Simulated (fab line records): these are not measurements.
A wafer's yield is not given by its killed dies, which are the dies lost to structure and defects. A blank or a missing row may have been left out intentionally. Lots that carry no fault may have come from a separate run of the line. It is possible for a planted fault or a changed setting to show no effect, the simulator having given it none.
The tool behind it: which one? :: flow n5 finfet :: 14 lots with 34 wafers sampled at 3 steps, on a route of 1938 steps

## WHAT THE GAUGES READ, wafer by wafer
N5_SD_EPI_N_INSPECT_26: inspects for defects (darkfield).
lot: L205
measured: day 3 23:46
on: defect inspect-02
raw defect count: 181 166

lot: L206
measured: day 4 08:58
on: defect inspect-01
raw defect count: 251 293

lot: L207
measured: day 4 12:18
on: defect inspect-02
raw defect count: 113 204

lot: L208
measured: day 4 16:07
on: defect inspect-02
raw defect count: 151 204

lot: L210
measured: day 5 05:24
on: defect inspect-02
raw defect count: 192 196

lot: L212
measured: day 5 16:50
on: defect inspect-02
raw defect count: 171 187 239

lot: L214
measured: day 6 04:37
on: defect inspect-01
raw defect count: 151 145 231

lot: L215
measured: day 6 11:55
on: defect inspect-02
raw defect count: 155 178

lot: L216
measured: day 6 16:25
on: defect inspect-02
raw defect count: 191 220

lot: L218
measured: day 7 07:09
on: defect inspect-01
raw defect count: 239 199 282

lot: L220
measured: day 7 16:05
on: defect inspect-01
raw defect count: 215 250

lot: L221
measured: day 7 22:06
on: defect inspect-02
raw defect count: 159 177 189

lot: L224
measured: day 8 17:23
on: defect inspect-02
raw defect count: 179 189 174

lot: L225
measured: day 9 03:25
on: defect inspect-02
raw defect count: 125 166 151

## TOOL THAT RAN EACH LOT (tool first, then ch and the chambers of the sampled wafers, then the start)
lot: L205
N5_DUMMY_GATE_ETCH_37: rie diel-06 ch 0,3, day 3 16:20
N5_DUMMY_GATE_ETCH_23: rie si-02 ch 1,2, day 3 16:53

lot: L206
N5_DUMMY_GATE_ETCH_37: rie diel-03 ch 0,2, day 4 01:09
N5_DUMMY_GATE_ETCH_23: rie si-03 ch 1,3, day 4 01:43

lot: L207
N5_DUMMY_GATE_ETCH_37: rie diel-02 ch 0,3, day 4 05:52
N5_DUMMY_GATE_ETCH_23: rie si-02 ch 0,3, day 4 06:25

lot: L208
N5_DUMMY_GATE_ETCH_37: rie diel-03 ch 0,3, day 4 09:58
N5_DUMMY_GATE_ETCH_23: rie si-03 ch 2, day 4 10:38

lot: L210
N5_DUMMY_GATE_ETCH_37: rie diel-06 ch 1,3, day 4 23:11
N5_DUMMY_GATE_ETCH_23: rie si-02 ch 0,1, day 4 23:47

lot: L212
N5_DUMMY_GATE_ETCH_37: rie diel-02 ch 0,1, day 5 10:11
N5_DUMMY_GATE_ETCH_23: rie si-02 ch 1,2,3, day 5 10:56

lot: L214
N5_DUMMY_GATE_ETCH_37: rie diel-06 ch 1,3, day 5 22:27
N5_DUMMY_GATE_ETCH_23: rie si-02 ch 0,1,3, day 5 23:01

lot: L215
N5_DUMMY_GATE_ETCH_37: rie diel-03 ch 1,3, day 6 04:40
N5_DUMMY_GATE_ETCH_23: rie si-02 ch 2,3, day 6 05:22

lot: L216
N5_DUMMY_GATE_ETCH_37: rie diel-06 ch 0, day 6 09:00
N5_DUMMY_GATE_ETCH_23: rie si-06 ch 0,1, day 6 09:37

lot: L218
N5_DUMMY_GATE_ETCH_37: rie diel-03 ch 0,1,2, day 7 00:02
N5_DUMMY_GATE_ETCH_23: rie si-03 ch 1,2, day 7 00:46

lot: L220
N5_DUMMY_GATE_ETCH_37: rie diel-06 ch 1,2, day 7 09:58
N5_DUMMY_GATE_ETCH_23: rie si-02 ch 0,2, day 7 10:32

lot: L221
N5_DUMMY_GATE_ETCH_37: rie diel-02 ch 1,2,3, day 7 14:53
N5_DUMMY_GATE_ETCH_23: rie si-06 ch 1,2,3, day 7 15:26

lot: L224
N5_DUMMY_GATE_ETCH_37: rie diel-03 ch 1,2,3, day 8 10:24
N5_DUMMY_GATE_ETCH_23: rie si-03 ch 0,1,2, day 8 10:56

lot: L225
N5_DUMMY_GATE_ETCH_37: rie diel-03 ch 2,3, day 8 21:02
N5_DUMMY_GATE_ETCH_23: rie si-02 ch 0,2,3, day 8 21:56
- N5_DUMMY_GATE_ETCH_37: etches SOC in N2/H2, target depth 60 nm, overetch 30 nm.
- N5_DUMMY_GATE_ETCH_23: etches poly-Si in HBr/Cl2/O2, target depth 41 nm, time 22.3 s.

## AS READ BY THE TOOLS THEMSELVES (means over the sampled wafers that have a number; for cases with no such wafer, the mark the record gives instead)
N5_DUMMY_GATE_ETCH_37.
lot: L205
tool: rie diel-06
bias w (W): 149.8
drypump motor current A (A): 5.5
oes product au (a.u.): 0.65
rf vpp V (V): 522.7
showerhead plenum p Torr (Torr): 2.50
throttle valve pct (%): 17.98

lot: L206
tool: rie diel-03
bias w (W): 149.4
drypump motor current A (A): 5.6
oes product au (a.u.): 0.65
rf vpp V (V): 525.2
showerhead plenum p Torr (Torr): 2.57
throttle valve pct (%): 17.69

lot: L207
tool: rie diel-02
bias w (W): 149.9
drypump motor current A (A): 5.9
oes product au (a.u.): 0.58
rf vpp V (V): 521.7
showerhead plenum p Torr (Torr): 2.50
throttle valve pct (%): 18.06

lot: L208
tool: rie diel-03
bias w (W): 149.8
drypump motor current A (A): 6.2
oes product au (a.u.): 0.56
rf vpp V (V): 523.7
showerhead plenum p Torr (Torr): 2.53
throttle valve pct (%): 17.70

lot: L210
tool: rie diel-06
bias w (W): 149.8
drypump motor current A (A): 5.1
oes product au (a.u.): 0.67
rf vpp V (V): 527.8
showerhead plenum p Torr (Torr): 2.62
throttle valve pct (%): 17.54

lot: L212
tool: rie diel-02
bias w (W): 149.9
drypump motor current A (A): 5.6
oes product au (a.u.): 0.59
rf vpp V (V): 519.9
showerhead plenum p Torr (Torr): 2.41
throttle valve pct (%): 18.20

lot: L214
tool: rie diel-06
bias w (W): 150.1
drypump motor current A (A): 5.2
oes product au (a.u.): 0.66
rf vpp V (V): 526.1
showerhead plenum p Torr (Torr): 2.62
throttle valve pct (%): 17.51

lot: L215
tool: rie diel-03
bias w (W): 150.2
drypump motor current A (A): 5.8
oes product au (a.u.): 0.65
rf vpp V (V): 525.1
showerhead plenum p Torr (Torr): 2.57
throttle valve pct (%): 17.66

lot: L216
tool: rie diel-06
bias w (W): 149.9
drypump motor current A (A): 6.2
oes product au (a.u.): 0.57
rf vpp V (V): 520.0
showerhead plenum p Torr (Torr): 2.43
throttle valve pct (%): 18.34

lot: L218
tool: rie diel-03
bias w (W): 150.2
drypump motor current A (A): 5.4
oes product au (a.u.): 0.66
rf vpp V (V): 525.0
showerhead plenum p Torr (Torr): 2.61
throttle valve pct (%): 17.68

lot: L220
tool: rie diel-06
bias w (W): 149.6
drypump motor current A (A): 5.1
oes product au (a.u.): 0.60
rf vpp V (V): 525.1
showerhead plenum p Torr (Torr): 2.58
throttle valve pct (%): 17.80

lot: L221
tool: rie diel-02
bias w (W): 150.4
drypump motor current A (A): 5.7
oes product au (a.u.): 0.59
rf vpp V (V): 524.2
showerhead plenum p Torr (Torr): 2.52
throttle valve pct (%): 17.95

lot: L224
tool: rie diel-03
bias w (W): 149.5
drypump motor current A (A): 5.6
oes product au (a.u.): 0.65
rf vpp V (V): 523.4
showerhead plenum p Torr (Torr): 2.53
throttle valve pct (%): 17.71

lot: L225
tool: rie diel-03
bias w (W): 150.1
drypump motor current A (A): 5.7
oes product au (a.u.): 0.63
rf vpp V (V): 521.0
showerhead plenum p Torr (Torr): 2.45
throttle valve pct (%): 17.79

N5_DUMMY_GATE_ETCH_23.
lot: L205
tool: rie si-02
bias w (W): 102.01
drypump motor current A (A): 5.8
mfc cl2 sccm (sccm): 80.00
oes product au (a.u.): 0.984
throttle valve pct (%): 37.6

lot: L206
tool: rie si-03
bias w (W): 101.92
drypump motor current A (A): 5.6
mfc cl2 sccm (sccm): 79.84
oes product au (a.u.): 0.980
throttle valve pct (%): 37.2

lot: L207
tool: rie si-02
bias w (W): 102.07
drypump motor current A (A): 6.0
mfc cl2 sccm (sccm): 79.88
oes product au (a.u.): 0.981
throttle valve pct (%): 37.1

lot: L208
tool: rie si-03
bias w (W): 102.09
drypump motor current A (A): 5.2
mfc cl2 sccm (sccm): 79.79
oes product au (a.u.): 0.992
throttle valve pct (%): 36.8

lot: L210
tool: rie si-02
bias w (W): 102.30
drypump motor current A (A): 5.7
mfc cl2 sccm (sccm): 80.01
oes product au (a.u.): 0.999
throttle valve pct (%): 37.5

lot: L212
tool: rie si-02
bias w (W): 102.12
drypump motor current A (A): 5.8
mfc cl2 sccm (sccm): 80.17
oes product au (a.u.): 0.971
throttle valve pct (%): 37.3

lot: L214
tool: rie si-02
bias w (W): 102.30
drypump motor current A (A): 5.7
mfc cl2 sccm (sccm): 80.02
oes product au (a.u.): 0.979
throttle valve pct (%): 37.2

lot: L215
tool: rie si-02
bias w (W): 101.92
drypump motor current A (A): 6.2
mfc cl2 sccm (sccm): 80.03
oes product au (a.u.): 0.968
throttle valve pct (%): 37.2

lot: L216
tool: rie si-06
bias w (W): 102.26
drypump motor current A (A): 6.2
mfc cl2 sccm (sccm): 80.14
oes product au (a.u.): 0.988
throttle valve pct (%): 37.6

lot: L218
tool: rie si-03
bias w (W): 101.62
drypump motor current A (A): 5.4
mfc cl2 sccm (sccm): 79.77
oes product au (a.u.): 0.985
throttle valve pct (%): 36.8

lot: L220
tool: rie si-02
bias w (W): 101.95
drypump motor current A (A): 6.2
mfc cl2 sccm (sccm): 79.66
oes product au (a.u.): 0.982
throttle valve pct (%): 37.8

lot: L221
tool: rie si-06
bias w (W): 101.93
drypump motor current A (A): 5.5
mfc cl2 sccm (sccm): 79.95
oes product au (a.u.): 1.025
throttle valve pct (%): 37.7

lot: L224
tool: rie si-03
bias w (W): 102.17
drypump motor current A (A): 5.6
mfc cl2 sccm (sccm): 79.97
oes product au (a.u.): 1.005
throttle valve pct (%): 37.0

lot: L225
tool: rie si-02
bias w (W): 101.98
drypump motor current A (A): 6.1
mfc cl2 sccm (sccm): 80.09
oes product au (a.u.): 0.971
throttle valve pct (%): 37.2

## THE ANSWER, worked out from the rows above alone
Rule: usual is defined by the lots themselves. The widest of any qualifying gaps counts: lots, ordered by their means at a reading, are off when they make up no more than a third of the lots, leave a main group of 4 or more, and stand apart from it by 3 or more times the standard deviation of that group's means. If all means in a main group match to the digits the tables above print for the reading, that group is not used. Also off: a lot with no number at a reading for which 4 or more lots have one. All remaining lots with rows at the step are treated as sound. First the gauges in route order, then the tools' own readings, where a lot's mean is used as printed above. The first step at which some lot is off is used, and at that step the reading that is off furthest; a lot without a number counts as furthest.
No lot is off at any reading shown: from this, nothing can be told.

## WHAT THE SIMULATOR HAD INSERTED
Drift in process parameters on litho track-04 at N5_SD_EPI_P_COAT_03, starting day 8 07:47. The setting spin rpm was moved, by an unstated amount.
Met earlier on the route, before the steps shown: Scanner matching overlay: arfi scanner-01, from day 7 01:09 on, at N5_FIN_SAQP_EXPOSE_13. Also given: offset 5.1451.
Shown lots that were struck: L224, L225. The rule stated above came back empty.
